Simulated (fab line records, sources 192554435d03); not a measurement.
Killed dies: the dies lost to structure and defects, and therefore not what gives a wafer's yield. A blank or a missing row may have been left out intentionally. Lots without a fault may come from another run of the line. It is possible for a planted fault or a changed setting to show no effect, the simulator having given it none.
A struck lot beside a sound one -- flow n5_finfet -- 14 steps out of a route of 1938
Sound: the wafers L579.1, L579.4, L579.5. Struck: wafers L576.3, L576.5, L576.6. Last of all comes the cause.
Each step with rows lists, per side, the tool, then ch with its chambers, then its first start. Under that, the readings that differ: sound wafers -- struck wafers -- difference of the means -- sigmas: that difference in standard deviations of wafers without a fault.
alike: words and numbers the same on both sides, and readings whose means are apart by under 2 such deviations; not compared: readings that were withheld, readings missing a value for some wafer, numbers with overlapping values and no deviation given by the record, and bounds like >300 which may hide the same value.
Wherever a step has rows on one side only, a row that says differs or no value, or a row with sigmas, the two part there. Numbers that don't overlap but have no deviation are shown without sigmas and don't part them. Lack of a reading on every wafer of one side parts them only where that side has two or more wafers.

N5_BEOL_M1_STRIP_66: strips in CF4.
  sound on rie_diel-03 ch 0,1,3, day 10 01:34; struck on rie_diel-01 ch 0,1,2, day 9 01:09
  alike: cf4_flow_sccm, drypump_motor_current_A, oes_product_au, rf_vpp_V, showerhead_plenum_p_Torr, throttle_valve_pct
  not compared: rf_hours_counter_h
N5_BEOL_M1_HM_OPEN_17: chemistry Cl2/BCl3, target TiN, target depth 20 nm, overetch 6 nm.
  sound on rie_metal-03 ch 0,1, day 10 01:37; struck on rie_metal-02 ch 0,1, day 9 01:13
  alike: drypump_motor_current_A, oes_product_au, throttle_valve_pct
  not compared: rf_hours_counter_h
N5_BEOL_M1_STRIP_19: strips in O2.
  sound on rie_diel-03 ch 0,2, day 10 01:44; struck on rie_diel-01 ch 0,2, day 9 01:18
  alike: drypump_motor_current_A, oes_product_au, rf_vpp_V, showerhead_plenum_p_Torr, throttle_valve_pct
  not compared: rf_hours_counter_h
N5_BEOL_M1_CD_MEAS_18: pitch 36 nm, target cd 18 nm.
  struck on cd_sem-02, day 9 01:22; sound on cd_sem-01, day 10 01:48
  alike: cd_nm
then, 8 steps without rows for these wafers: N5_BEOL_M1_COAT_67 (time 60 s, resist thk 60 nm); N5_BEOL_M1_COAT_68 (time 60 s, resist thk 12 nm); N5_BEOL_M1_COAT_76 (time 60 s, resist thk 5 nm); N5_BEOL_M1_COAT_22 (resist thk 30 nm); N5_BEOL_M1_EBR_24; N5_BEOL_M1_SOFTBAKE_23 (time 60 s); N5_BEOL_M1_EXPOSE_25 (exposes mask V0, defocus 5 nm, target cd 24 nm); N5_BEOL_M1_PEB_26 (peb time 60 s).
N5_BEOL_M1_DEVELOP_27: develop time 30 s.
  struck on litho_track-05, day 9 01:38; sound on litho_track-03 ch 0, day 10 02:04
  no value came back on the struck wafers for chill_plate_temp_C (C), develop_time_s (s); on the sound wafers chill_plate_temp_C (C) reads 23.03 23.22 23.09
  not compared: model.CAR-EUV_of_BEOL_M1_COAT_22.thk_nm
N5_BEOL_M1_CD_MEAS_28: target cd y 23.3 nm.
  sound on cd_sem-03 ch 0, day 10 02:07; struck on cd_sem-02 ch 0, day 9 01:41
reading,sound,struck,difference,sigmas
cd_nm (nm),23.96 23.96 24.10,- - -,no value on the struck wafers,

== WHERE THEY PART ==
First at N5_BEOL_M1_DEVELOP_27; last, within this record, at N5_BEOL_M1_CD_MEAS_28.

WHY: what had been put in by the simulator
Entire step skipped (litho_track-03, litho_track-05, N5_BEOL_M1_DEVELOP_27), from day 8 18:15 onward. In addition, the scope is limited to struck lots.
